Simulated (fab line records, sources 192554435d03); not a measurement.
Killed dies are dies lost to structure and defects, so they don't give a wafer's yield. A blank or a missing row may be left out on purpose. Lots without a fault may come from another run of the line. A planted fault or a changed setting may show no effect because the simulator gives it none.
Split-lot experiment | flow n5_finfet | 7 lots, 21 wafers read, on a route of 1938 steps

THE SPLIT
At N5_BEOL_M5_COAT_05 (resist thk 30 nm), the setting spin_rpm was moved away from the recipe's 1500 rpm on 11 of the 21 wafers read, by +3.8% to +9.4%. The other wafers ran this setting at the recipe's value.

The reading is taken at the split's own step.

THE READING
CAR-EUV_of_BEOL_M5_COAT_05.thk_nm (the simulator's own value, which no gauge read), in nm, at N5_BEOL_M5_COAT_05 (resist thk 30 nm). The file gives no usual value for it. The 10 wafers here that ran the recipe average 30.0 nm, standard deviation 0.08 nm.

wafer  | tool, chamber at the split | spin_rpm as run, rpm | against the recipe | CAR-EUV_of_BEOL_M5_COAT_05.thk_nm, nm | against lot-mates on the recipe
L074.1 | litho_track-01, 0          | 1628                 | +8.5%              | 28.8                                  | -1.2
L074.6 | litho_track-01, 0          | 1628                 | +8.5%              | 28.8                                  | -1.2
L074.2 | litho_track-01, 0          | 1500                 | recipe             | 30                                    | -
L076.1 | litho_track-05, 0          | 1500                 | recipe             | 30.2                                  | -
L076.3 | litho_track-05, 0          | 1614                 | +7.6%              | 29                                    | -1.2
L076.6 | litho_track-05, 0          | 1614                 | +7.6%              | 29.2                                  | -1.0
L078.3 | litho_track-01, 0          | 1500                 | recipe             | 30.2                                  | -
L078.4 | litho_track-01, 0          | 1500                 | recipe             | 30                                    | -
L078.6 | litho_track-01, 0          | 1500                 | recipe             | 30                                    | -
L081.1 | litho_track-01, 0          | 1609                 | +7.3%              | 29                                    | no lot-mate on the recipe
L081.2 | litho_track-01, 0          | 1609                 | +7.3%              | 29                                    | no lot-mate on the recipe
L081.6 | litho_track-01, 0          | 1609                 | +7.3%              | 29                                    | no lot-mate on the recipe
L080.1 | litho_track-01, 0          | 1500                 | recipe             | 30                                    | -
L080.3 | litho_track-01, 0          | 1500                 | recipe             | 30                                    | -
L080.5 | litho_track-01, 0          | 1634                 | +8.9%              | 28.8                                  | -1.2
L088.2 | litho_track-05, 0          | 1500                 | recipe             | 30                                    | -
L088.3 | litho_track-05, 0          | 1557                 | +3.8%              | 29.4                                  | -0.6
L088.5 | litho_track-05, 0          | 1557                 | +3.8%              | 29.4                                  | -0.6
L097.2 | litho_track-01, 0          | 1500                 | recipe             | 30                                    | -
L097.5 | litho_track-01, 0          | 1500                 | recipe             | 30                                    | -
L097.3 | litho_track-01, 0          | 1641                 | +9.4%              | 28.6                                  | -1.4

THE FIT
A straight line over all 21 wafers: CAR-EUV_of_BEOL_M5_COAT_05.thk_nm changes by -0.141 nm for each +1% of spin_rpm; r = -0.99; the points scatter about the line by 0.091 nm.
The same after taking each lot's own level away (the mean of its wafers on the recipe; 18 wafers): -0.143 nm for each +1%; r = -0.99; scatter 0.063 nm.
On that fit, the largest move of spin_rpm shifts the reading by 1.3 nm.
The lots' own levels span 30.00 to 30.20 nm, that is 2.5 times the standard deviation above.
So the lot-to-lot level changes the slope little: the two slopes agree.
Check: with one of the wafers moved furthest among these (+9.4%) left out of the fit, the line predicts -1.33 nm for it against its lot-mates. It came out at -1.4 nm against them.

OTHER SPLITS ON THESE WAFERS
These wafers also went through other splits before the reading. Each is held against what the fit with the lots' levels taken away leaves over:
other split on the same wafers    | wafers away from the commonest value | r with CAR-EUV_of_BEOL_M5_COAT_05.thk_nm (lot level and that fit taken away)
N5_BEOL_M4_HM_DEP_02 target_thk_a | 6                                    | -0.24

THE FILE'S OWN FIT
CAR-EUV_of_BEOL_M5_COAT_05.thk_nm changes by -0.143 nm for each +1% of spin_rpm, r = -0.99.
